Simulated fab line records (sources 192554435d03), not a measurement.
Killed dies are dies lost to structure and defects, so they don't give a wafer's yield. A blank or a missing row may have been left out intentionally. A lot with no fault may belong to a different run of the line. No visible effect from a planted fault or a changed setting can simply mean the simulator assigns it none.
fab line records ; flow n5_finfet
record: lots: 7; wafers: 21
route steps=1938 shown HKMG_FIN@434 GATE_CUT@490 MOL_CONTACT_COAG@559 BEOL_M0_SAQP@646 BEOL_M0_CUTY@702 BEOL_M1@755 BEOL_M2@846
start_h: the number of hours between the record's first day and the start of the first shown wafer of the lot ; wait_h: time in hours since the lot's previous step ; " as in the row above ; L1.1+2: a single row standing in for several wafers ; - value missing, or start not given ; * or withheld: withheld ; < > ~ a bound
route shown NAME@n: names a module that has steps shown in the file, with the first one's number in the route ; usual: mean/standard deviation taken from wafers without a fault ; same: alike in all rows ; chamber/n: place in a boat ; sites: per-site readings ; _std_site: how widely they spread, as a standard deviation ; _edge_site: inner sites' mean taken away from outer sites' mean ; radius_mm: for every site, how far away it sits from the centre of the wafer ; mask NAME#n: copy n ; behind: the most recent tool/chamber to have shaped the wafer ; hold: why the lot was held/for how many hours/how that ended ; device: which transistor (n, p or np) failed to switch ; end of line: tests of these same wafers at the route's end ; step lacking rows: just its recipe ; killed: dies lost to structure and defects at the first sort, not the wafer's yield ; map: a wafer's dies, marking killed ones x, the rest . and places with no die _
set.NAME: setting as actually run; set.NAME@STEP: the setting as run at that earlier step ; model.NAME: the simulator's own value behind a step, which no gauge read
one table per step and one row per wafer, for lots whose settings were changed on purpose
== steps ==
step: N5_HKMG_FIN_ETCH_31
recipe: chemistry: CF4; target: SiARC; target_depth_a: 455; mask_material: CAR-ArF; time_s: 75.8; ion_energy_ev: 80; pressure_mtorr: 40; source_w: 545; bias_w: 36; Ar_flow_sccm: 100; cf4_flow_sccm: 100; ends: cleared
usual: rf_vpp_V: 184.0/1.2
lot.wafer;tool;chamber;start_h;wait_h;set.bias_w;rf_vpp_V
L075.1;rie_diel-02;3;85.12;0.0;36;183.6
L075.4;rie_diel-02;2;85.12;0.0;36;186.2
L075.6;rie_diel-02;2;85.12;0.0;36;184.0
L076.1;rie_diel-06;1;90.24;0.0;36;182.8
L076.4;rie_diel-06;2;90.24;0.0;36;185.6
L076.6;rie_diel-06;1;90.24;0.0;36;182.8
L077.2;rie_diel-06;3;95.17;0.0;41.2;200.8
L077.3;rie_diel-06;1;95.17;0.0;36;182.0
L077.4;rie_diel-06;2;95.17;0.0;36;185.1
L078.1;rie_diel-01;2;103.62;0.0;36;183.2
L078.4;rie_diel-01;3;103.62;0.0;36;183.1
L078.6;rie_diel-01;0;103.62;0.0;36;182.6
L079.1;rie_diel-01;0;104.75;0.0;36;182.9
L079.3;rie_diel-01;1;104.75;0.0;41.99;202.3
L079.4;rie_diel-01;2;104.75;0.0;36;183.5
L080.1;rie_diel-01;3;116.08;0.0;36;183.4
L080.4;rie_diel-01;0;116.08;0.0;36;183.1
L080.6;rie_diel-01;1;116.08;0.0;38.59;193.3
L094.4;rie_diel-06;2;195.12;0.0;36;184.6
L094.5;rie_diel-06;1;195.12;0.0;36;181.5
L094.6;rie_diel-06;2;195.12;0.0;36;186.2
step: N5_GATE_CUT_DESCUM_18
recipe: chemistry: O2; time_s: 7; source_power_w: 50; bias_power_w: 20; pressure_mtorr: 20; rf_frequency_hz: 2.712e+07; temp_c: 40; resist: CAR-EUV; o2_flow_sccm: 225
lot.wafer;tool;chamber;start_h;wait_h;set.time_s;model.CAR-EUV_of_GATE_CUT_COAT_07.thk_nm
L075.1+6;rie_diel-03;3,2;93.75;0.1;7;26
L075.4;rie_diel-03;2;93.75;0.1;7;26.2
L076.1;rie_diel-05;3;98.81;0.0;7;26
L076.4;rie_diel-05;2;98.81;0.0;7;26.2
L076.6;rie_diel-05;1;98.81;0.0;5.734;26.8
L077.2;rie_diel-04;3;103.34;0.0;6.183;26.4
L077.3+4;rie_diel-04;2,1;103.34;0.0;7;26
L078.1;rie_diel-03;1;112.51;0.1;8.187;25.4
L078.4+6;rie_diel-03;0,3;112.51;0.1;7;26
L079.1+4;rie_diel-04;1,3;113.38;0.0;7;26.2
L079.3;rie_diel-04;2;113.38;0.0;7;26
L080.1+6;rie_diel-05;3;124.40;0.0;7.583;25.8
L080.4;rie_diel-05;1;124.40;0.0;7;26.2
L094.4;rie_diel-03;3;203.23;0.1;7.504;25.6
L094.5;rie_diel-03;1;203.23;0.1;7;26
L094.6;rie_diel-03;2;203.23;0.1;7.504;25.8
step: N5_GATE_CUT_ETCH_36
recipe: chemistry: CF4; target: SiARC; target_depth_a: 130; mask_material: CAR-EUV; time_s: 21.7; ion_energy_ev: 80; pressure_mtorr: 40; source_w: 545; bias_w: 36; Ar_flow_sccm: 100; cf4_flow_sccm: 100; ends: cleared
lot.wafer;tool;chamber;start_h;wait_h;set.cf4_flow_sccm;set.time_s@GATE_CUT_DESCUM_18;model.CAR-EUV_of_GATE_CUT_COAT_07.thk_nm
L075.1+4+6;rie_diel-03;3,2,2;93.80;0.0;100;7;7
L076.1;rie_diel-05;3;98.86;0.0;100;7;6.8
L076.4;rie_diel-05;2;98.86;0.0;100;7;7
L076.6;rie_diel-05;1;98.86;0.0;100;5.734;7.6
L077.2;rie_diel-04;3;103.39;0.0;84.95;6.183;7.2
L077.3;rie_diel-04;2;103.39;0.0;100;7;6.8
L077.4;rie_diel-04;1;103.39;0.0;84.95;7;6.8
L078.1;rie_diel-03;1;112.56;0.0;111.4;8.187;6.2
L078.4;rie_diel-03;0;112.56;0.0;111.4;7;6.8
L078.6;rie_diel-03;3;112.56;0.0;100;7;6.8
L079.1;rie_diel-04;1;113.43;0.0;100;7;7
L079.3;rie_diel-04;2;113.43;0.0;107.9;7;6.8
L079.4;rie_diel-04;3;113.43;0.0;100;7;6.8
L080.1;rie_diel-05;3;124.46;0.0;100;7.583;6.6
L080.4;rie_diel-05;1;124.46;0.0;81.51;7;7
L080.6;rie_diel-05;3;124.46;0.0;81.51;7.583;6.6
L094.4;rie_diel-03;3;203.28;0.0;112.7;7.504;6.6
L094.5;rie_diel-03;1;203.28;0.0;100;7;6.8
L094.6;rie_diel-03;2;203.28;0.0;112.7;7.504;6.8
step: N5_MOL_CONTACT_COAG_ALD_27
recipe: material: SiOC; target_thk_a: 170; temp_c: 400; ald_precursor_family: carbosiloxane; ald_co_reactant: H2-plasma; pulse_time_s: 1.5; time_s: 2720; purge_time_s: 2; co_reactant_purge_time_s: 2; ald_cycles: 340; pressure_torr: 2
lot.wafer;tool;chamber;start_h;wait_h;set.ald_cycles;model.SiOC_of_MOL_CONTACT_COAG_ALD_27.thk_nm
L075.1;ald_sin-02;2;107.32;0.0;340;17.2
L075.4+6;ald_sin-02;0;107.32;0.0;340;17
L076.1+6;ald_sin-03;0,3;112.22;1.4;340;17
L076.4;ald_sin-03;2;112.22;1.4;369;18.4
L077.2+3;ald_sin-01;2,3;113.70;0.0;340;17
L077.4;ald_sin-01;0;113.70;0.0;340;16.8
L078.1+6;ald_sin-02;1;123.69;0.4;384;19.2
L078.4;ald_sin-02;2;123.69;0.4;340;17.2
L079.1;ald_sin-02;0;125.75;0.5;355;17.6
L079.3;ald_sin-02;3;125.75;0.5;340;17
L079.4;ald_sin-02;1;125.75;0.5;355;17.8
L080.1+6;ald_sin-02;0;136.42;0.9;379;19
L080.4;ald_sin-02;1;136.42;0.9;340;17
L094.4;ald_sin-03;2;214.64;0.1;340;17
L094.5;ald_sin-03;2;214.64;0.1;340;17.2
L094.6;ald_sin-03;1;214.64;0.1;295;14.8
step: N5_BEOL_M0_SAQP_EXPOSE_11
recipe: mask_id: M0_CORE; na: 1.35; source_shape: dipole; sigma_inner: 0.538; sigma_outer: 0.738; polarization: te; target_cd_nm: 42; dose_mj: 55
lot.wafer;tool;chamber;start_h;wait_h;mask;set.dose_mj
L075.1+4+6;arfi_scanner-01;0;120.07;-;M0_CORE#0;55
L076.1+4;arfi_scanner-02;0;123.55;-;M0_CORE#0;55
L076.6;arfi_scanner-02;0;123.55;-;M0_CORE#0;58.37
L077.2+4;arfi_scanner-03;0;126.31;-;M0_CORE#0;57.25
L077.3;arfi_scanner-03;0;126.31;-;M0_CORE#0;55
L078.1+4;arfi_scanner-02;0;137.75;-;M0_CORE#0;55
L078.6;arfi_scanner-02;0;137.75;-;M0_CORE#0;58.71
L079.1;arfi_scanner-03;0;141.27;-;M0_CORE#0;55
L079.3+4;arfi_scanner-03;0;141.27;-;M0_CORE#0;56.84
L080.1+4+6;arfi_scanner-02;0;148.45;-;M0_CORE#0;55
L094.4+5;arfi_scanner-02;0;226.89;-;M0_CORE#0;52.93
L094.6;arfi_scanner-02;0;226.89;-;M0_CORE#0;55
step: N5_BEOL_M0_SAQP_PEB_12
recipe: peb_temp_c: withheld; peb_time_s: 60; resist: CAR-ArF
step: N5_BEOL_M0_SAQP_DEVELOP_13
recipe: develop_time_s: 30; developer: TMAH; resist: CAR-ArF; dev_temp_c: 23; rinse_liquid: diw; dry: air_spin
step: N5_BEOL_M0_SAQP_CD_MEAS_14
recipe: target_cd_nm: 42.5; landing_energy_ev: 500; detector: se_inlens
usual: cd_nm: 42.4/0.39
lot.wafer;tool;chamber;start_h;wait_h;set.dose_mj@BEOL_M0_SAQP_EXPOSE_11;cd_nm
L075.1;cd_sem-01;0;120.20;-;55;42.6
L075.4;cd_sem-01;0;120.20;-;55;42.8
L075.6;cd_sem-01;0;120.20;-;55;42.3
L076.1;cd_sem-02;0;123.68;-;55;41.9
L076.4;cd_sem-02;0;123.68;-;55;42.8
L076.6;cd_sem-02;0;123.68;-;58.37;40.7
L077.2;cd_sem-01;0;126.43;-;57.25;41.8
L077.3;cd_sem-01;0;126.43;-;55;42.1
L077.4;cd_sem-01;0;126.43;-;57.25;41.3
L078.1;cd_sem-03;0;137.87;-;55;41.8
L078.4;cd_sem-03;0;137.87;-;55;42.1
L078.6;cd_sem-03;0;137.87;-;58.71;40.4
L079.1;cd_sem-03;0;141.39;-;55;42.9
L079.3;cd_sem-03;0;141.39;-;56.84;41.3
L079.4;cd_sem-03;0;141.39;-;56.84;41.1
L080.1;cd_sem-02;0;148.57;-;55;41.8
L080.4;cd_sem-02;0;148.57;-;55;42.6
L080.6;cd_sem-02;0;148.57;-;55;42.7
L094.4;cd_sem-02;0;227.01;-;52.93;43.7
L094.5;cd_sem-02;0;227.01;-;52.93;43.6
L094.6;cd_sem-02;0;227.01;-;55;42.0
step: N5_BEOL_M0_CUTY_COAT_51
recipe: resist: CAR-ArF-block; spin_rpm: 1500; resist_thk_nm: 150
lot.wafer;tool;chamber;start_h;wait_h;set.spin_rpm;model.CAR-ArF-block_of_BEOL_M0_CUTY_COAT_51.thk_nm
L075.1;litho_track-03;0;-;-;1500;149.6
L075.4;litho_track-03;0;-;-;1500;150.2
L075.6;litho_track-03;0;-;-;1500;150.4
L076.1;litho_track-02;0;-;-;1500;149.2
L076.4;litho_track-02;0;-;-;1624;143.6
L076.6;litho_track-02;0;-;-;1500;149.6
L077.2;litho_track-01;0;-;-;1500;149.6
L077.3;litho_track-01;0;-;-;1500;150
L077.4;litho_track-01;0;-;-;1500;150.2
L078.1;litho_track-01;0;-;-;1358;157.6
L078.4;litho_track-01;0;-;-;1358;157.8
L078.6;litho_track-01;0;-;-;1500;150
L079.1;litho_track-02;0;-;-;1500;149.8
L079.3;litho_track-02;0;-;-;1444;152.8
L079.4;litho_track-02;0;-;-;1500;150
L080.1+6;litho_track-03;0;-;-;1401;156
L080.4;litho_track-03;0;-;-;1401;155.8
L094.4;litho_track-02;0;-;-;1612;144.6
L094.5;litho_track-02;0;-;-;1612;145
L094.6;litho_track-02;0;-;-;1612;144.8
step: N5_BEOL_M0_CUTY_EXPOSE_54
recipe: mask_id: M0_ABLK; na: 1.35; source_shape: conventional; sigma_outer: 0.8; polarization: unpolarized; dose_mj: 36
lot.wafer;tool;chamber;start_h;wait_h;mask;set.dose_mj
L075.1+4+6;arfi_scanner-02;0;125.87;-;M0_ABLK#0;36
L076.1+4+6;arfi_scanner-01;0;130.59;-;M0_ABLK#0;36
L077.2;arfi_scanner-03;0;132.66;-;M0_ABLK#0;36
L077.3+4;arfi_scanner-03;0;132.66;-;M0_ABLK#0;38.51
L078.1+6;arfi_scanner-02;0;143.78;-;M0_ABLK#0;36
L078.4;arfi_scanner-02;0;143.78;-;M0_ABLK#0;38.45
L079.1+3+4;arfi_scanner-02;0;146.84;-;M0_ABLK#0;36
L080.1+4+6;arfi_scanner-01;0;154.55;-;M0_ABLK#0;36
L094.4+6;arfi_scanner-01;0;232.24;-;M0_ABLK#0;33.63
L094.5;arfi_scanner-01;0;232.24;-;M0_ABLK#0;36
step: N5_BEOL_M0_CUTY_PEB_55
recipe: peb_temp_c: 110; peb_time_s: 60; resist: CAR-ArF-block
step: N5_BEOL_M0_CUTY_DEVELOP_56
recipe: develop_time_s: 30; developer: TMAH; resist: CAR-ArF-block; rinse_liquid: diw; dry: air_spin; dev_temp_c: 23
lot.wafer;tool;chamber;start_h;wait_h;set.spin_rpm@BEOL_M0_CUTY_COAT_51;model.CAR-ArF-block_of_BEOL_M0_CUTY_COAT_51.thk_nm
L075.1;litho_track-02;0;-;-;1500;147.8
L075.4;litho_track-02;0;-;-;1500;148.4
L075.6;litho_track-02;0;-;-;1500;148.6
L076.1;litho_track-03;0;-;-;1500;147.4
L076.4;litho_track-03;0;-;-;1624;141.8
L076.6;litho_track-03;0;-;-;1500;148
L077.2;litho_track-02;0;-;-;1500;148
L077.3+4;litho_track-02;0;-;-;1500;148.4
L078.1;litho_track-03;0;-;-;1358;156
L078.4;litho_track-03;0;-;-;1358;156.2
L078.6;litho_track-03;0;-;-;1500;148.2
L079.1;litho_track-02;0;-;-;1500;148
L079.3;litho_track-02;0;-;-;1444;151
L079.4;litho_track-02;0;-;-;1500;148.2
L080.1+6;litho_track-02;0;-;-;1401;154.2
L080.4;litho_track-02;0;-;-;1401;154
L094.4;litho_track-01;0;-;-;1612;143
L094.5+6;litho_track-01;0;-;-;1612;143.2
step: N5_BEOL_M0_CUTY_CD_MEAS_57
recipe: target_cd_nm: 200; landing_energy_ev: 500; detector: se_inlens; polarity: line
usual: cd_nm: 200.1/0.75
lot.wafer;tool;chamber;start_h;wait_h;set.dose_mj@BEOL_M0_CUTY_EXPOSE_54;cd_nm
L075.1;cd_sem-01;0;125.99;-;36;199.9
L075.4;cd_sem-01;0;125.99;-;36;199.3
L075.6;cd_sem-01;0;125.99;-;36;199.9
L076.1;cd_sem-02;0;130.71;-;36;200.4
L076.4;cd_sem-02;0;130.71;-;36;200.8
L076.6;cd_sem-02;0;130.71;-;36;201.1
L077.2;cd_sem-03;0;132.78;-;36;199.8
L077.3;cd_sem-03;0;132.78;-;38.51;195.9
L077.4;cd_sem-03;0;132.78;-;38.51;195.6
L078.1;cd_sem-02;0;143.90;-;36;200.8
L078.4;cd_sem-02;0;143.90;-;38.45;196.9
L078.6;cd_sem-02;0;143.90;-;36;200.7
L079.1;cd_sem-02;0;146.96;-;36;199.5
L079.3;cd_sem-02;0;146.96;-;36;200.2
L079.4;cd_sem-02;0;146.96;-;36;199.0
L080.1;cd_sem-03;0;154.67;-;36;200.5
L080.4;cd_sem-03;0;154.67;-;36;200.1
L080.6;cd_sem-03;0;154.67;-;36;201.4
L094.4;cd_sem-01;0;232.35;-;33.63;205.4
L094.5;cd_sem-01;0;232.35;-;36;200.8
L094.6;cd_sem-01;0;232.35;-;33.63;205.0
step: N5_BEOL_M0_CUTY_DESCUM_61
recipe: chemistry: O2; time_s: 7.9; source_power_w: 50; bias_power_w: 20; pressure_mtorr: 20; rf_frequency_hz: 2.712e+07; temp_c: 40; resist: CAR-ArF-block; o2_flow_sccm: 225
step: N5_BEOL_M0_CUTY_ETCH_62
recipe: chemistry: CF4; target: SiARC; mask_material: CAR-ArF-block; time_s: 58.5; ion_energy_ev: 80; pressure_mtorr: 40; source_w: 545; bias_w: 36; Ar_flow_sccm: 100; cf4_flow_sccm: 100; ends: cleared
lot.wafer;tool;chamber;start_h;wait_h;set.dose_mj@BEOL_M0_CUTY_EXPOSE_54;model.BEOL_M0_CUTY.cd_offset_nm
L075.1;rie_diel-01;2;127.41;0.0;36;0
L075.4;rie_diel-01;1;127.41;0.0;36;-0.8
L075.6;rie_diel-01;0;127.41;0.0;36;-0.2
L076.1;rie_diel-02;2;131.86;0.0;36;0.4
L076.4;rie_diel-02;3;131.86;0.0;36;0.8
L076.6;rie_diel-02;3;131.86;0.0;36;1.6
L077.2;rie_diel-01;3;133.93;0.0;36;-0.2
L077.3+4;rie_diel-01;2,0;133.93;0.0;38.51;-4.4
L078.1;rie_diel-02;1;144.03;0.0;36;1
L078.4;rie_diel-02;3;144.03;0.0;38.45;-2.8
L078.6;rie_diel-02;1;144.03;0.0;36;0.8
L079.1;rie_diel-06;1;147.09;0.0;36;-0.8
L079.3;rie_diel-06;2;147.09;0.0;36;0.4
L079.4;rie_diel-06;0;147.09;0.0;36;-1.2
L080.1;rie_diel-06;1;154.80;0.0;36;0.4
L080.4;rie_diel-06;0;154.80;0.0;36;0.2
L080.6;rie_diel-06;1;154.80;0.0;36;1.6
L094.4+6;rie_diel-02;1,0;232.50;0.0;33.63;5.4
L094.5;rie_diel-02;3;232.50;0.0;36;1
step: N5_BEOL_M0_CUTY_ETCH_63
recipe: chemistry: N2/H2; target: SOC; target_depth_a: 827; overetch_a: 165; mask_material: SiARC; temp_c: 40; ion_energy_ev: 200; time_s: 124; pressure_mtorr: 30; source_w: 840; bias_w: 150; n2_flow_sccm: 200; h2_flow_sccm: 200
lot.wafer;tool;chamber;start_h;wait_h;set.dose_mj@BEOL_M0_CUTY_EXPOSE_54;model.BEOL_M0_CUTY.cd_offset_nm
L075.1;rie_diel-01;2;127.46;0.0;36;0.2
L075.4;rie_diel-01;1;127.46;0.0;36;-0.6
L075.6;rie_diel-01;0;127.46;0.0;36;-0.2
L076.1;rie_diel-02;2;131.90;0.0;36;0.2
L076.4;rie_diel-02;3;131.90;0.0;36;0.6
L076.6;rie_diel-02;3;131.90;0.0;36;1.4
L077.2;rie_diel-01;3;133.97;0.0;36;-0.2
L077.3;rie_diel-01;2;133.97;0.0;38.51;-4.2
L077.4;rie_diel-01;0;133.97;0.0;38.51;-4.6
L078.1+6;rie_diel-02;1;144.07;0.0;36;0.6
L078.4;rie_diel-02;3;144.07;0.0;38.45;-3
L079.1;rie_diel-06;1;147.13;0.0;36;-1.2
L079.3;rie_diel-06;2;147.13;0.0;36;0
L079.4;rie_diel-06;0;147.13;0.0;36;-1
L080.1;rie_diel-06;1;154.84;0.0;36;0
L080.4;rie_diel-06;0;154.84;0.0;36;0.4
L080.6;rie_diel-06;1;154.84;0.0;36;1.2
L094.4;rie_diel-02;1;232.55;0.0;33.63;5.2
L094.5;rie_diel-02;3;232.55;0.0;36;0.6
L094.6;rie_diel-02;0;232.55;0.0;33.63;5.6
step: N5_BEOL_M1_COAT_61
recipe: resist: SOC; temp_c: 250; time_s: 60; spin_rpm: 1500; resist_thk_nm: 60
lot.wafer;tool;chamber;start_h;wait_h;set.spin_rpm;model.SOC_of_BEOL_M1_COAT_61.thk_nm
L075.1+6;litho_track-01;0;134.68;0.1;1500;60
L075.4;litho_track-01;0;134.68;0.1;1500;60.2
L076.1+6;litho_track-01;0;138.07;0.1;1500;60.2
L076.4;litho_track-01;0;138.07;0.1;1500;60.4
L077.2;litho_track-01;0;140.76;0.1;1500;59.8
L077.3+4;litho_track-01;0;140.76;0.1;1500;60
L078.1;litho_track-01;0;151.00;0.1;1500;59.8
L078.4;litho_track-01;0;151.00;0.1;1500;60
L078.6;litho_track-01;0;151.00;0.1;1436;61.2
L079.1+4;litho_track-05;0;151.81;0.1;1500;59.6
L079.3;litho_track-05;0;151.81;0.1;1631;57.2
L080.1;litho_track-05;0;161.52;0.1;1614;57.6
L080.4;litho_track-05;0;161.52;0.1;1614;57.8
L080.6;litho_track-05;0;161.52;0.1;1500;59.8
L094.4+5+6;litho_track-01;0;241.78;0.1;1500;59.8
step: N5_BEOL_M1_COAT_62
recipe: resist: SiARC; temp_c: 220; time_s: 60; spin_rpm: 1500; resist_thk_nm: 12
step: N5_BEOL_M1_COAT_73
recipe: resist: underlayer; temp_c: 205; time_s: 60; spin_rpm: 1500; resist_thk_nm: 5
step: N5_BEOL_M1_ETCH_74
recipe: chemistry: N2/H2; target: underlayer; target_depth_a: 65; mask_material: CAR-EUV; time_s: 5.2; ion_energy_ev: 200; pressure_mtorr: 30; source_w: 840; bias_w: 150; n2_flow_sccm: 200; h2_flow_sccm: 200; ends: cleared
step: N5_BEOL_M1_ETCH_63
recipe: chemistry: CF4; target: SiARC; target_depth_a: 156; mask_material: CAR-EUV; time_s: 26; ion_energy_ev: 80; pressure_mtorr: 40; source_w: 545; bias_w: 36; Ar_flow_sccm: 100; cf4_flow_sccm: 100; ends: cleared
step: N5_BEOL_M1_ETCH_64
recipe: chemistry: N2/H2; target: SOC; target_depth_a: 750; overetch_a: 150; mask_material: SiARC; temp_c: 40; time_s: 112.5; ion_energy_ev: 200; pressure_mtorr: 30; source_w: 840; bias_w: 150; n2_flow_sccm: 200; h2_flow_sccm: 200
lot.wafer;tool;chamber;start_h;wait_h;set.spin_rpm@BEOL_M1_COAT_61;model.etch.depth_nm
L075.1;rie_diel-03;2;135.15;0.0;1500;59.98
L075.4;rie_diel-03;3;135.15;0.0;1500;60.29
L075.6;rie_diel-03;2;135.15;0.0;1500;60
L076.1;rie_diel-03;2;138.53;0.0;1500;60.1
L076.4;rie_diel-03;3;138.53;0.0;1500;60.32
L076.6;rie_diel-03;2;138.53;0.0;1500;60.3
L077.2;rie_diel-05;0;141.35;0.0;1500;59.85
L077.3;rie_diel-05;3;141.35;0.0;1500;59.98
L077.4;rie_diel-05;1;141.35;0.0;1500;60
L078.1;rie_diel-05;2;151.59;0.0;1500;59.8
L078.4;rie_diel-05;0;151.59;0.0;1500;59.92
L078.6;rie_diel-05;1;151.59;0.0;1436;61.27
L079.1;rie_diel-05;3;152.41;0.0;1500;59.62
L079.3;rie_diel-05;0;152.41;0.0;1631;57.13
L079.4;rie_diel-05;1;152.41;0.0;1500;59.54
L080.1;rie_diel-05;1;161.98;0.0;1614;57.67
L080.4;rie_diel-05;3;161.98;0.0;1614;57.8
L080.6;rie_diel-05;1;161.98;0.0;1500;59.84
L094.4;rie_diel-04;0;242.26;0.0;1500;59.9
L094.5;rie_diel-04;0;242.26;0.0;1500;59.87
L094.6;rie_diel-04;1;242.26;0.0;1500;59.81
step: N5_BEOL_M2_COAT_62
recipe: resist: SiARC; temp_c: 220; time_s: 60; spin_rpm: 1500; resist_thk_nm: 12
lot.wafer;tool;chamber;start_h;wait_h;set.spin_rpm;model.SiARC_of_BEOL_M2_COAT_62.thk_nm
L075.1+4+6;litho_track-03;0;-;-;1500;12
L076.1+4;litho_track-03;0;-;-;1500;12
L076.6;litho_track-03;0;-;-;1410;12.4
L077.2+3+4;litho_track-02;0;-;-;1500;12
L078.1+4;litho_track-03;0;-;-;1500;12
L078.6;litho_track-03;0;-;-;1668;11.4
L079.1+3;litho_track-02;0;-;-;1500;12
L079.4;litho_track-02;0;-;-;1390;12.4
L080.1;litho_track-02;0;-;-;1358;12.6
L080.4;litho_track-02;0;-;-;1500;12
L080.6;litho_track-02;0;-;-;1358;12.4
L094.4+5;litho_track-04;0;-;-;1433;12.2
L094.6;litho_track-04;0;-;-;1500;12
== key ==
split: step: N5_HKMG_FIN_ETCH_31; setting: bias_w; stated: 36; by: wafer
response: step: N5_HKMG_FIN_ETCH_31; reading: rf_vpp_V; change: +1.19; per: 1%; r: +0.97
split: step: N5_GATE_CUT_DESCUM_18; setting: time_s; stated: 7; by: wafer
response: step: N5_GATE_CUT_DESCUM_18; reading: model.CAR-EUV_of_GATE_CUT_COAT_07.thk_nm; change: -0.0378; per: 1%; r: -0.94
response: step: N5_GATE_CUT_ETCH_36; reading: model.CAR-EUV_of_GATE_CUT_COAT_07.thk_nm; change: -0.0362; per: 1%; r: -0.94
split: step: N5_GATE_CUT_ETCH_36; setting: cf4_flow_sccm; stated: 100; by: wafer
response none clear
split: step: N5_MOL_CONTACT_COAG_ALD_27; setting: ald_cycles; stated: 340; by: wafer
response: step: N5_MOL_CONTACT_COAG_ALD_27; reading: model.SiOC_of_MOL_CONTACT_COAG_ALD_27.thk_nm; change: +0.166; per: 1%; r: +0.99
split: step: N5_BEOL_M0_SAQP_EXPOSE_11; setting: dose_mj; stated: 55; by: wafer
response: step: N5_BEOL_M0_SAQP_CD_MEAS_14; reading: cd_nm; change: -0.276; per: 1%; r: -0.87
split: step: N5_BEOL_M0_CUTY_COAT_51; setting: spin_rpm; stated: 1500; by: wafer
response: step: N5_BEOL_M0_CUTY_COAT_51; reading: model.CAR-ArF-block_of_BEOL_M0_CUTY_COAT_51.thk_nm; change: -0.766; per: 1%; r: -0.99
response: step: N5_BEOL_M0_CUTY_DEVELOP_56; reading: model.CAR-ArF-block_of_BEOL_M0_CUTY_COAT_51.thk_nm; change: -0.782; per: 1%; r: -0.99
split: step: N5_BEOL_M0_CUTY_EXPOSE_54; setting: dose_mj; stated: 36; by: wafer
response: step: N5_BEOL_M0_CUTY_CD_MEAS_57; reading: cd_nm; change: -0.609; per: 1%; r: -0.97
response: step: N5_BEOL_M0_CUTY_ETCH_62; reading: model.BEOL_M0_CUTY.cd_offset_nm; change: -0.603; per: 1%; r: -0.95
response: step: N5_BEOL_M0_CUTY_ETCH_63; reading: model.BEOL_M0_CUTY.cd_offset_nm; change: -0.618; per: 1%; r: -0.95
split: step: N5_BEOL_M1_COAT_61; setting: spin_rpm; stated: 1500; by: wafer
response: step: N5_BEOL_M1_COAT_61; reading: model.SOC_of_BEOL_M1_COAT_61.thk_nm; change: -0.279; per: 1%; r: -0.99
response: step: N5_BEOL_M1_ETCH_64; reading: model.etch.depth_nm; change: -0.285; per: 1%; r: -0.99
split: step: N5_BEOL_M2_COAT_62; setting: spin_rpm; stated: 1500; by: wafer
response: step: N5_BEOL_M2_COAT_62; reading: model.SiARC_of_BEOL_M2_COAT_62.thk_nm; change: -0.0544; per: 1%; r: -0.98
